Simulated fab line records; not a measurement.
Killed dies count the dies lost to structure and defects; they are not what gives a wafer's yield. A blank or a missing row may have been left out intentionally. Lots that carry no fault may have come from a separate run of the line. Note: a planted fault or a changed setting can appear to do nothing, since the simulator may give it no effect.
Chamber matching -- flow n5-finfet -- 4 sister chambers for N5_HKMG_FIN_STRIP_93 on rie-diel-06
The step strips SOC in N2/H2, time 20 s. 4 wafers are shown with their chamber, then 7 later ones without.

## WAFERS PAIRED WITH THEIR CHAMBERS
wafer,chamber,throttle-valve-pct (%)
L091.2,0,18.4
L091.4,2,18.8
L092.2,1,19.3
L092.4,3,20.1

## WAFERS WITH NO CHAMBER GIVEN
wafer,throttle-valve-pct (%)
L092.5,20.1
L095.1,18.5
L095.3,18.8
L095.6,19.3
L097.1,19.3
L097.3,18.8
L097.6,19.3

## CHAMBER TAKEN BY EACH
wafer,from the rows above,in truth
L092.5,3,3
L095.1,0,0
L095.3,2,2
L095.6,1,1
L097.1,1,1
L097.3,2,2
L097.6,1,1
7 of 7 placed correctly. Left unplaced by these rows: 0. 0 placed wrongly.
How it was worked out, from the rows above alone: a wafer's distance from a chamber is the root of the sum, over the readings, of the square of ((its reading less the chamber's mean) divided by the reading's scatter). If the next closest chamber is less than 2 further off than the closest, the wafer can't be placed; otherwise it belongs to the closest. A chamber's mean is the mean of its shown wafers. The scatter: with one shown wafer a chamber, the root of the mean of the squares of how far each hidden wafer lies from its nearest shown one.
